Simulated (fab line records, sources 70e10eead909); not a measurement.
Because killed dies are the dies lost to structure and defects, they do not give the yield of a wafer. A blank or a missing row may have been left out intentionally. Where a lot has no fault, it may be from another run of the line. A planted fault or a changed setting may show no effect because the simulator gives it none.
The tool behind it: which one? -- flow nand_harc -- 11 lots, 33 wafers sampled, at 7 steps of a route of 1159

WHAT THE GAUGES SHOWED, per wafer
NHARC_A_SGD_CUT_THK_MEAS_22: measures by ellipsometry.
lot,measured,on,thk_nm (nm)
L235,day 14 02:50,film_metro-02,146.7 146.5 146.0
L237,day 14 16:04,film_metro-01,148.8 149.4 147.1
L239,day 15 02:18,film_metro-01,148.5 147.1 146.9
L241,day 16 03:54,film_metro-02,148.9 148.3 152.0
L244,day 16 19:08,film_metro-02,147.6 148.2 148.2
L245,day 17 12:07,film_metro-01,149.0 151.6 148.1
L252,day 19 01:14,film_metro-01,49.8 50.7 49.8
L256,day 19 18:34,film_metro-01,149.2 147.7 146.9
L254,day 19 18:34,film_metro-02,51.5 49.4 51.5
L255,day 19 18:34,film_metro-01,51.8 51.7 49.1
L257,day 20 04:43,film_metro-01,148.3 148.3 149.2

NHARC_END_SORT_01.
lot,measured,on,killed_at_array,killed_at_other,killed_at_periphery,killed_dies,killed_open,killed_short
L252,day 24 12:37,prober-02,676 672 673,0 1 1,1 4 3,677 677 677,3 2 2,1 2 4
L254,day 25 06:07,prober-02,674 671 677,1 0 0,2 6 0,677 677 677,1 0 4,2 4 1
L255,day 24 15:41,prober-01,671 675 675,0 1 0,6 1 2,677 677 677,5 2 3,0 1 5

WHICH TOOL RAN EACH LOT (tool, then ch and the chambers of the sampled wafers, then the start)
lot,NHARC_A_STAIRCASE_DEP_471,NHARC_A_SGD_CUT_ETCH_58,NHARC_A_SGD_CUT_ETCH_15,NHARC_A_SGD_CUT_DEP_20,NHARC_A_SGD_CUT_CMP_21
L235,"pecvd-02 ch 0,1,2, day 13 19:24","rie_diel-04 ch 0,2,3, day 13 20:56","rie_diel-04 ch 0,1, day 13 21:59 or earlier","fcvd-01 ch 0,1, day 13 21:59","cmp-04 ch 2,3, day 14 02:35"
L237,"pecvd-03 ch 0,2, day 14 08:48","rie_diel-06 ch 1,2, day 14 10:26","rie_diel-06 ch 0,2,3, day 14 11:28 or earlier","fcvd-01 ch 0,1, day 14 11:28","cmp-01 ch 1,3, day 14 15:50"
L239,"pecvd-02 ch 0,2, day 14 19:01","rie_diel-08 ch 0,1,3, day 14 20:41","rie_diel-08 ch 0,3, day 14 21:43 or earlier","fcvd-02 ch 0,1, day 14 21:43","cmp-04 ch 0,1,3, day 15 02:07"
L241,"pecvd-02 ch 0,2, day 15 20:31","rie_diel-06 ch 0,2,3, day 15 22:04","rie_diel-06 ch 2,3, day 15 23:05 or earlier","fcvd-02 ch 0,1, day 15 23:05","cmp-01 ch 1,2, day 16 03:40"
L244,"pecvd-02 ch 0,1,2, day 16 09:29","rie_diel-04 ch 0,1,2, day 16 11:08","rie_diel-04 ch 1,2,3, day 16 12:32 or earlier","fcvd-02 ch 0,1, day 16 12:32","cmp-02 ch 0,1,2, day 16 18:54"
L245,"pecvd-02 ch 0,1,2, day 17 03:49","rie_diel-06 ch 0,1, day 17 05:25","rie_diel-06 ch 1,2, day 17 06:30 or earlier","fcvd-02 ch 0,1, day 17 06:30","cmp-01 ch 0,1, day 17 11:53"
L252,"pecvd-04 ch 1,2, day 18 17:38","rie_diel-06 ch 0,3, day 18 19:22","rie_diel-06 ch 0,1,3, day 18 20:23 or earlier","fcvd-02 ch 0,1, day 18 20:23","cmp-02 ch 0,1,2, day 19 01:03"
L256,"pecvd-04 ch 1,2, day 19 10:34","rie_diel-06 ch 0,2,3, day 19 12:13","rie_diel-06 ch 0,1,3, day 19 13:14 or earlier","fcvd-01 ch 0,1, day 19 13:14","cmp-04 ch 0,1,2, day 19 18:20"
L254,"pecvd-03 ch 0,1,2, day 19 10:49","rie_diel-08 ch 0,1,2, day 19 12:27","rie_diel-08 ch 0,1,2, day 19 13:34 or earlier","fcvd-02 ch 0,1, day 19 13:34","cmp-02 ch 0,2, day 19 18:20"
L255,"pecvd-03 ch 0,1, day 19 11:21","rie_diel-06 ch 0,1,2, day 19 13:05","rie_diel-06 ch 1,2,3, day 19 14:07 or earlier","fcvd-01 ch 0,1, day 19 14:07","cmp-01 ch 0,1,3, day 19 18:20"
L257,"pecvd-02 ch 0,1,2, day 19 21:28","rie_diel-08 ch 0,2,3, day 19 23:06","rie_diel-08 ch 0,2,3, day 20 00:09 or earlier","fcvd-02 ch 0,1, day 20 00:09","cmp-04 ch 0,1, day 20 04:28"
- NHARC_A_STAIRCASE_DEP_471: deposits SiO2, target thk 100 nm.
- NHARC_A_SGD_CUT_ETCH_58: etches the open film in CF4, target depth 39 nm, time 65 s.
- NHARC_A_SGD_CUT_ETCH_15: etches the open film in CH3F/O2, target depth 75 nm, time 64.3 s.
- NHARC_A_SGD_CUT_DEP_20: deposits SiO2, target thk 150 nm.
- NHARC_A_SGD_CUT_CMP_21: polishes, target thk 148.19 nm.

WHAT THE TOOLS THEMSELVES READ (means of the sampled wafers that have a number; where no wafer has one, the mark that the record gives instead)
NHARC_A_STAIRCASE_DEP_471.
lot,tool,chamber_pressure_Torr (Torr),flow_sccm (sccm),heater_power_w (W),throttle_valve_pct (%)
L235,pecvd-02,6.513,2651,566,15.4
L237,pecvd-03,6.507,2649,489,15.9
L239,pecvd-02,6.490,2644,419,15.2
L241,pecvd-02,6.505,2657,488,15.0
L244,pecvd-02,6.483,2649,517,15.0
L245,pecvd-02,6.486,2649,524,15.1
L252,pecvd-04,6.505,2654,638,15.7
L256,pecvd-04,6.492,2656,646,15.4
L254,pecvd-03,6.512,2651,544,16.1
L255,pecvd-03,6.486,2648,543,16.2
L257,pecvd-02,6.498,2651,564,15.3

NHARC_A_SGD_CUT_ETCH_58.
lot,tool,drypump_motor_current_A (A),oes_product_au (a.u.),rf_vpp_V (V),showerhead_plenum_p_Torr (Torr),throttle_valve_pct (%)
L235,rie_diel-04,5.95,1.000,152.1,1.78,13.281
L237,rie_diel-06,5.75,0.989,151.3,1.81,13.290
L239,rie_diel-08,5.60,0.997,151.7,1.76,13.298
L241,rie_diel-06,5.58,0.991,152.4,1.80,13.282
L244,rie_diel-04,5.83,0.995,151.2,1.73,13.279
L245,rie_diel-06,5.49,1.006,152.2,1.81,13.285
L252,rie_diel-06,5.47,0.997,150.7,1.75,13.285
L256,rie_diel-06,5.56,0.994,151.7,1.79,13.289
L254,rie_diel-08,5.70,0.998,152.2,1.79,13.293
L255,rie_diel-06,5.58,0.993,152.5,1.82,13.288
L257,rie_diel-08,5.68,1.002,150.9,1.77,13.290

NHARC_A_SGD_CUT_ETCH_15.
lot,tool,drypump_motor_current_A (A),o2_flow_sccm (sccm),oes_product_au (a.u.),rf_vpp_V (V),showerhead_plenum_p_Torr (Torr),throttle_valve_pct (%)
L235,rie_diel-04,5.59,30.13,0.966,262.5,2.35,20.664
L237,rie_diel-06,5.56,29.97,0.978,263.6,2.50,20.658
L239,rie_diel-08,5.62,29.98,0.967,263.2,2.42,20.670
L241,rie_diel-06,5.77,29.94,0.955,265.4,2.48,20.661
L244,rie_diel-04,5.97,29.95,0.921,265.0,2.50,20.654
L245,rie_diel-06,5.75,30.02,0.960,264.5,2.51,20.670
L252,rie_diel-06,5.49,30.05,0.967,264.9,2.48,20.663
L256,rie_diel-06,5.48,29.92,0.969,263.5,2.48,20.665
L254,rie_diel-08,5.69,29.96,0.961,264.6,2.49,20.663
L255,rie_diel-06,5.66,29.99,0.967,264.3,2.45,20.662
L257,rie_diel-08,5.68,30.01,0.957,264.2,2.46,20.661

NHARC_A_SGD_CUT_DEP_20.
lot,tool,susceptor_temp_C (C)
L235,fcvd-01,-
L237,fcvd-01,-
L239,fcvd-02,-
L241,fcvd-02,-
L244,fcvd-02,-
L245,fcvd-02,65.01
L252,fcvd-02,-
L256,fcvd-01,64.94
L254,fcvd-02,-
L255,fcvd-01,-
L257,fcvd-02,64.83

NHARC_A_SGD_CUT_CMP_21.
lot,tool,edge_zone_pressure_frac,motor_current_A (A),retaining_ring_pressure_frac,time_to_endpoint_s (s)
L235,cmp-04,0.998,11.6,0.999,50.3
L237,cmp-01,1.003,13.8,0.993,50.8
L239,cmp-04,0.999,12.6,0.996,47.0
L241,cmp-01,1.001,13.0,0.995,53.0
L244,cmp-02,1.002,12.2,0.999,50.8
L245,cmp-01,0.999,14.1,0.995,47.1
L252,cmp-02,1.000,11.9,0.997,16.9
L256,cmp-04,1.001,13.4,1.002,54.1
L254,cmp-02,1.003,11.4,1.000,15.2
L255,cmp-01,0.998,13.2,1.001,14.4
L257,cmp-04,1.004,13.8,1.002,50.5

THE ANSWER, worked out from the rows above alone
Rule: the usual values come from the lots themselves. Put in order of their means at a reading, lots are off if they are a third of the lots or fewer, leave a main group of 4 or more, and stand apart from it by a gap of 3 or more times the standard deviation of the main group's means; of several such gaps the widest counts. Not used: any main group whose means are identical at the precision the tables above print for the reading. Also off: a lot with no number at a reading for which 4 or more lots have one. Where the step has rows for the other lots, those lots are counted as sound. After the gauges, taken in route order, come the tools' own readings; for these a lot's mean is taken, as printed above. The first step at which some lot is off is used, and at that step the reading that is off furthest; a lot without a number counts as furthest.
Off: L252, L254, L255, at NHARC_A_SGD_CUT_THK_MEAS_22 (thk_nm). Main group: mean 148.3 nm, sd 1.
If a tool, at a process step before that reading, ran all the lots that are off and no sound lot after the first of them, it fits. The gauges at NHARC_A_SGD_CUT_THK_MEAS_22 aren't tried: what is off there is off at NHARC_A_SGD_CUT_CMP_21 too, on other tools, and a gauge's error can't cause that. With no start given for some of its lots, NHARC_A_SGD_CUT_ETCH_15 uses the hours and lot order of NHARC_A_SGD_CUT_DEP_20. Of those tried, none fits.

WHAT HAD BEEN PUT IN BY THE SIMULATOR
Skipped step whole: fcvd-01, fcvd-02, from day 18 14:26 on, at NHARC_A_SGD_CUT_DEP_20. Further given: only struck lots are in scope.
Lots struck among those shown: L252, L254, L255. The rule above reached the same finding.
